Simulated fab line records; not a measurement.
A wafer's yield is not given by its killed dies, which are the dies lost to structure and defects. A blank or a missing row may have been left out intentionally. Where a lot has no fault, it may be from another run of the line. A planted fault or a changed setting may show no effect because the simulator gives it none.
Matching of chambers :: flow n5 finfet :: N5_BEOL_M5_CURE_80 on uv cure-01: 3 sister chambers
The step cures SiCOH lowk, time 120 s. 6 wafers are shown with their chamber, then 12 later ones without.

## WAFERS PAIRED WITH THEIR CHAMBERS
wafer: L082.3
chamber: 2
wafer_temp_C_max: 372.0
lamp power pct (%): 52.40

wafer: L082.6
chamber: 2
wafer_temp_C_max: 371.6
lamp power pct (%): 52.36

wafer: L081.3
chamber: 0
wafer_temp_C_max: 370.7
lamp power pct (%): 52.31

wafer: L081.4
chamber: 0
wafer_temp_C_max: 370.9
lamp power pct (%): 52.41

wafer: L083.3
chamber: 1
wafer_temp_C_max: 371.6
lamp power pct (%): 52.36

wafer: L083.6
chamber: 1
wafer_temp_C_max: 372.0
lamp power pct (%): 52.33

## WAFERS WITHOUT THEIR CHAMBER
wafer: L085.1
wafer_temp_C_max: 371.4
lamp power pct (%): 52.28

wafer: L085.4
wafer_temp_C_max: 371.8
lamp power pct (%): 52.29

wafer: L085.5
wafer_temp_C_max: 372.5
lamp power pct (%): 52.30

wafer: L087.3
wafer_temp_C_max: 371.1
lamp power pct (%): 52.29

wafer: L087.4
wafer_temp_C_max: 371.3
lamp power pct (%): 52.33

wafer: L087.6
wafer_temp_C_max: 371.2
lamp power pct (%): 52.33

wafer: L089.1
wafer_temp_C_max: 372.1
lamp power pct (%): 52.24

wafer: L089.2
wafer_temp_C_max: 371.4
lamp power pct (%): 52.36

wafer: L089.4
wafer_temp_C_max: 371.6
lamp power pct (%): 52.34

wafer: L095.2
wafer_temp_C_max: 370.7
lamp power pct (%): 52.29

wafer: L095.4
wafer_temp_C_max: 371.0
lamp power pct (%): 52.31

wafer: L095.6
wafer_temp_C_max: 371.0
lamp power pct (%): 52.32

## WHICH CHAMBER EACH ONE RAN IN
wafer: L085.1
from the rows above: can't be placed: 1 or 2 or 0
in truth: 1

wafer: L085.4
from the rows above: can't be placed: 1 or 2
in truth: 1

wafer: L085.5
from the rows above: can't be placed: 1 or 2
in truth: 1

wafer: L087.3
from the rows above: can't be placed: 0 or 1 or 2
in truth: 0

wafer: L087.4
from the rows above: can't be placed: 1 or 0 or 2
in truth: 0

wafer: L087.6
from the rows above: can't be placed: 0 or 1 or 2
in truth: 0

wafer: L089.1
from the rows above: can't be placed: 1 or 2
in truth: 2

wafer: L089.2
from the rows above: can't be placed: 1 or 2 or 0
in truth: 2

wafer: L089.4
from the rows above: can't be placed: 1 or 2
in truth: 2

wafer: L095.2
from the rows above: 0
in truth: 0

wafer: L095.4
from the rows above: can't be placed: 0 or 1
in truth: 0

wafer: L095.6
from the rows above: 0
in truth: 0
Placed correctly: 2 of 12. Not placeable from these rows: 10 (in 10, the candidates include the true chamber). 0 placed wrongly.
How it was worked out, from the rows above alone: a wafer's distance from a chamber is the root of the sum, over the readings, of the square of ((its reading less the chamber's mean) divided by the reading's scatter). The wafer belongs to the nearest chamber; if the next one is less than 2 further off, it can't be placed. Each chamber's mean is taken over the wafers shown for it. The scatter is the square root of a quotient: the sum, over the shown wafers, of each reading's squared deviation from its chamber's mean, divided by wafers minus chambers.
